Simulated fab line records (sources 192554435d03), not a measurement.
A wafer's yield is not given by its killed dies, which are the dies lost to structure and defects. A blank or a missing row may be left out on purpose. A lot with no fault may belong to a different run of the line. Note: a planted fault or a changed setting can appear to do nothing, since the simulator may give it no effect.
What tool caused it? | flow n5-finfet | 72 wafers from 24 lots sampled at 5 of the route's 1938 steps

== WHAT EACH GAUGE READ, for each wafer ==
N5_BEOL_M10_CD_MEAS_18: pitch 140 nm, target cd 70 nm.
lot  | measured     | on        | cd-nm (nm)
L074 | day 9 12:19  | cd-sem-01 | 70.3 70.2 70.3
L076 | day 9 18:34  | cd-sem-03 | 69.1 68.9 69.0
L075 | day 10 06:01 | cd-sem-02 | 69.9 70.8 70.2
L077 | day 10 20:28 | cd-sem-02 | 69.7 70.6 70.4
L079 | day 11 02:37 | cd-sem-01 | 70.0 69.9 69.3
L081 | day 11 07:49 | cd-sem-01 | 69.9 71.0 69.8
L078 | day 11 07:58 | cd-sem-02 | 70.9 69.6 70.7
L080 | day 11 09:25 | cd-sem-01 | 69.5 69.7 70.3
L082 | day 11 12:10 | cd-sem-02 | 69.6 68.8 68.9
L083 | day 12 06:33 | cd-sem-03 | 70.7 69.9 69.9
L084 | day 12 06:53 | cd-sem-02 | 69.5 69.4 70.0
L085 | day 12 14:53 | cd-sem-02 | 71.4 70.2 71.0
L086 | day 13 02:35 | cd-sem-01 | 70.3 70.3 70.0
L088 | day 13 06:43 | cd-sem-03 | 70.0 69.5 68.9
L087 | day 13 08:14 | cd-sem-01 | 69.6 70.8 70.2
L089 | day 13 21:37 | cd-sem-02 | 70.2 70.1 70.6
L092 | day 14 01:58 | cd-sem-02 | 70.5 69.2 70.9
L091 | day 14 02:15 | cd-sem-02 | 69.2 70.4 69.6
L090 | day 14 02:42 | cd-sem-02 | 70.1 70.6 71.6
L093 | day 14 10:00 | cd-sem-01 | 70.3 71.0 71.0
L094 | day 14 18:31 | cd-sem-02 | 69.9 70.0 69.9
L095 | day 14 23:05 | cd-sem-01 | 71.0 70.3 70.6
L096 | day 15 18:34 | cd-sem-02 | 70.7 69.6 69.5
L097 | day 15 19:01 | cd-sem-03 | 69.8 70.6 71.2

N5_BEOL_M10_THK_MEAS_53: measures by xrf.
lot  | measured     | on            | M10_THK (nm)
L074 | day 9 15:31  | film-metro-02 | 140.1 140.1 137.1
L076 | day 10 03:36 | film-metro-01 | 142.5 138.1 138.2
L075 | day 10 09:36 | film-metro-02 | 135.8 142.1 136.6
L077 | day 11 04:05 | film-metro-01 | 139.0 140.2 139.0
L079 | day 11 07:42 | film-metro-01 | 137.5 139.7 135.3
L081 | day 11 12:14 | film-metro-01 | 138.2 142.1 139.2
L078 | day 11 12:38 | film-metro-01 | 143.1 142.1 141.5
L080 | day 11 13:11 | film-metro-01 | 139.0 138.2 139.9
L082 | day 11 15:58 | film-metro-01 | 139.1 139.6 137.7
L083 | day 12 11:21 | film-metro-01 | 144.2 141.4 137.3
L084 | day 12 11:43 | film-metro-02 | 142.7 140.6 142.2
L085 | day 12 20:38 | film-metro-01 | 140.4 137.7 141.0
L086 | day 13 08:50 | film-metro-02 | 140.0 138.8 140.2
L088 | day 13 09:59 | film-metro-02 | 137.3 136.4 138.5
L087 | day 13 11:38 | film-metro-01 | 140.8 139.0 139.1
L089 | day 14 02:40 | film-metro-02 | 139.3 139.0 135.7
L092 | day 14 06:20 | film-metro-01 | 136.2 135.7 136.2
L091 | day 14 06:29 | film-metro-02 | 134.8 137.4 137.0
L090 | day 14 06:47 | film-metro-02 | 138.8 137.2 135.8
L093 | day 14 16:58 | film-metro-02 | 138.9 138.4 136.9
L094 | day 15 01:22 | film-metro-02 | 136.1 136.2 137.0
L095 | day 15 02:29 | film-metro-02 | 138.1 136.9 139.2
L096 | day 16 00:21 | film-metro-01 | 138.1 138.2 137.8
L097 | day 16 01:04 | film-metro-02 | 141.2 140.8 143.9

N5_BEOL_M11_INSPECT_13: inspects for defects (brightfield).
lot  | measured     | on                | raw-defect-count
L074 | day 9 17:46  | defect-inspect-02 | 365 372 346
L076 | day 10 05:37 | defect-inspect-01 | 545 383 377
L075 | day 10 11:47 | defect-inspect-01 | 355 274 419
L077 | day 11 06:58 | defect-inspect-02 | 319 403 298
L079 | day 11 10:47 | defect-inspect-02 | 421 470 437
L081 | day 11 14:28 | defect-inspect-02 | 255 377 236
L078 | day 11 15:02 | defect-inspect-02 | 445 501 428
L080 | day 11 14:53 | defect-inspect-01 | 390 558 376
L082 | day 11 18:37 | defect-inspect-01 | 566 477 423
L083 | day 12 14:24 | defect-inspect-02 | 334 353 360
L084 | day 12 14:26 | defect-inspect-01 | 410 382 467
L085 | day 12 23:11 | defect-inspect-01 | 426 507 451
L086 | day 13 10:09 | defect-inspect-02 | 512 445 465
L088 | day 13 13:38 | defect-inspect-02 | 338 319 318
L087 | day 13 13:48 | defect-inspect-02 | 358 346 430
L089 | day 14 04:51 | defect-inspect-02 | 351 404 406
L092 | day 14 09:29 | defect-inspect-01 | 503 475 450
L091 | day 14 09:38 | defect-inspect-02 | 350 296 380
L090 | day 14 09:49 | defect-inspect-01 | 395 404 398
L093 | day 14 20:01 | defect-inspect-02 | 336 348 375
L094 | day 15 02:44 | defect-inspect-01 | 635 482 448
L095 | day 15 05:12 | defect-inspect-01 | 422 424 524
L096 | day 16 03:32 | defect-inspect-02 | 327 241 267
L097 | day 16 04:08 | defect-inspect-02 | 397 388 339

== WHAT TOOL EACH LOT RAN ON (gives the tool, then ch and the chambers of the sampled wafers, and finally the start) ==
lot  | N5_BEOL_M10_STRIP_36               | N5_BEOL_M10_DEGAS_44
L074 | rie-diel-05 ch 1,2, day 9 13:05    | pvd-sputter-02, day 9 13:56
L076 | rie-diel-05 ch 1,2,3, day 9 23:26  | pvd-sputter-02, day 10 00:34
L075 | rie-diel-05 ch 0,1,3, day 10 06:40 | pvd-sputter-03, day 10 07:44
L077 | rie-diel-05 ch 0,1,2, day 11 00:43 | pvd-sputter-01, day 11 01:29
L079 | rie-diel-06 ch 0,1,3, day 11 03:26 | pvd-sputter-01, day 11 06:16
L081 | rie-diel-05 ch 0,2, day 11 08:42   | pvd-sputter-01, day 11 10:28
L078 | rie-diel-03 ch 1,3, day 11 08:51   | pvd-sputter-03, day 11 10:32
L080 | rie-diel-03 ch 0,3, day 11 10:17   | pvd-sputter-03, day 11 11:20
L082 | rie-diel-06 ch 0,1, day 11 13:28   | pvd-sputter-02, day 11 14:23
L083 | rie-diel-05 ch 0,1,3, day 12 08:25 | pvd-sputter-03, day 12 09:30
L084 | rie-diel-03 ch 0,1,3, day 12 08:35 | pvd-sputter-03, day 12 09:25
L085 | rie-diel-05 ch 0,2,3, day 12 16:55 | pvd-sputter-02, day 12 17:44
L086 | rie-diel-05 ch 0,1,2, day 13 05:38 | pvd-sputter-02, day 13 06:54
L088 | rie-diel-05 ch 0,1, day 13 07:29   | pvd-sputter-03, day 13 08:14
L087 | rie-diel-03 ch 2,3, day 13 09:07   | pvd-sputter-03, day 13 10:14
L089 | rie-diel-06 ch 0,3, day 13 22:34   | pvd-sputter-01, day 14 00:58
L092 | rie-diel-06 ch 0,1,3, day 14 03:15 | pvd-sputter-03, day 14 04:37
L091 | rie-diel-06 ch 1,2, day 14 03:47   | pvd-sputter-02, day 14 04:49
L090 | rie-diel-05 ch 0,2,3, day 14 04:07 | pvd-sputter-03, day 14 04:58
L093 | rie-diel-05 ch 0,1, day 14 13:51   | pvd-sputter-02, day 14 14:51
L094 | rie-diel-06 ch 0,1, day 14 22:01   | pvd-sputter-03, day 14 23:06
L095 | rie-diel-05 ch 0,1,2, day 15 00:17 | pvd-sputter-02, day 15 01:02
L096 | rie-diel-03 ch 0,2,3, day 15 21:47 | pvd-sputter-01, day 15 22:44
L097 | rie-diel-03 ch 0,1,3, day 15 22:18 | pvd-sputter-03, day 15 23:25
- N5_BEOL_M10_STRIP_36: strips in N2/H2.
- N5_BEOL_M10_DEGAS_44: time 60 s.

== WHAT THE TOOLS THEMSELVES READ (means of the sampled wafers that have a number; where no wafer has one, the mark that the record gives instead) ==
N5_BEOL_M10_STRIP_36.
lot  | tool        | drypump-motor-current-A (A) | oes-product-au (a.u.) | rf-vpp-V (V) | showerhead-plenum-p-Torr (Torr) | throttle-valve-pct (%)
L074 | rie-diel-05 | 5.4                         | 0.73                  | 58.6         | 2.55                            | 23.53
L076 | rie-diel-05 | 5.4                         | 0.78                  | 62.2         | 2.54                            | 23.59
L075 | rie-diel-05 | 5.4                         | 0.78                  | 58.4         | 2.50                            | 23.71
L077 | rie-diel-05 | 5.5                         | 0.71                  | 59.6         | 2.54                            | 23.50
L079 | rie-diel-06 | 5.6                         | 0.82                  | 58.8         | 2.51                            | 23.35
L081 | rie-diel-05 | 5.7                         | 0.71                  | 59.4         | 2.54                            | 23.48
L078 | rie-diel-03 | 5.4                         | 0.88                  | 59.3         | 2.55                            | 23.76
L080 | rie-diel-03 | 5.9                         | 0.81                  | 57.0         | 2.44                            | 23.49
L082 | rie-diel-06 | 5.2                         | 0.90                  | 60.2         | 2.57                            | 23.40
L083 | rie-diel-05 | 5.4                         | 0.75                  | 55.9         | 2.49                            | 23.72
L084 | rie-diel-03 | 5.7                         | 0.84                  | 58.6         | 2.49                            | 23.62
L085 | rie-diel-05 | 5.5                         | 0.76                  | 57.6         | 2.53                            | 23.57
L086 | rie-diel-05 | 5.5                         | 0.70                  | 58.8         | 2.54                            | 23.53
L088 | rie-diel-05 | 5.5                         | 0.69                  | 59.2         | 2.50                            | 23.63
L087 | rie-diel-03 | 6.0                         | 0.75                  | 57.5         | 2.43                            | 23.80
L089 | rie-diel-06 | 6.0                         | 0.76                  | 57.6         | 2.46                            | 23.48
L092 | rie-diel-06 | 5.7                         | 0.77                  | 57.7         | 2.50                            | 23.37
L091 | rie-diel-06 | 5.5                         | 0.77                  | 59.8         | 2.57                            | 23.20
L090 | rie-diel-05 | 5.5                         | 0.74                  | 60.9         | 2.52                            | 23.59
L093 | rie-diel-05 | 5.5                         | 0.68                  | 59.0         | 2.49                            | 23.70
L094 | rie-diel-06 | 5.2                         | 0.83                  | 59.0         | 2.56                            | 23.43
L095 | rie-diel-05 | 5.5                         | 0.69                  | 59.4         | 2.53                            | 23.55
L096 | rie-diel-03 | 6.0                         | 0.75                  | 59.8         | 2.43                            | 23.69
L097 | rie-diel-03 | 5.6                         | 0.81                  | 58.9         | 2.48                            | 23.65

N5_BEOL_M10_DEGAS_44.
lot  | tool           | heater-power-w (W)
L074 | pvd-sputter-02 | 394
L076 | pvd-sputter-02 | 397
L075 | pvd-sputter-03 | 357
L077 | pvd-sputter-01 | 395
L079 | pvd-sputter-01 | 374
L081 | pvd-sputter-01 | 385
L078 | pvd-sputter-03 | 337
L080 | pvd-sputter-03 | 359
L082 | pvd-sputter-02 | 348
L083 | pvd-sputter-03 | 349
L084 | pvd-sputter-03 | 323
L085 | pvd-sputter-02 | 367
L086 | pvd-sputter-02 | 344
L088 | pvd-sputter-03 | 312
L087 | pvd-sputter-03 | 325
L089 | pvd-sputter-01 | 369
L092 | pvd-sputter-03 | 346
L091 | pvd-sputter-02 | 369
L090 | pvd-sputter-03 | 346
L093 | pvd-sputter-02 | 365
L094 | pvd-sputter-03 | 351
L095 | pvd-sputter-02 | 378
L096 | pvd-sputter-01 | 348
L097 | pvd-sputter-03 | 351

== THE ANSWER, worked out from the rows above alone ==
Rule: the usual values come from the lots themselves. The widest of any qualifying gaps counts: lots, ordered by their means at a reading, are off when they make up no more than a third of the lots, leave a main group of 4 or more, and stand apart from it by 3 or more times the standard deviation of that group's means. A main group whose means are all the same, to the digits that the tables above print for the reading, isn't used. A lot without any number at a reading at which 4 lots or more have one is off too. Where the step has rows for the other lots, those lots are counted as sound. Order of review: gauges by route order, followed by the tools' own readings, for which a lot's mean as printed above is used. The first step at which some lot is off is used, and at that step the reading that is off furthest; a lot without a number counts as furthest.
Across all readings shown, no lot is off: no conclusion can be drawn from this.

== WHAT THE SIMULATOR HAD INSERTED ==
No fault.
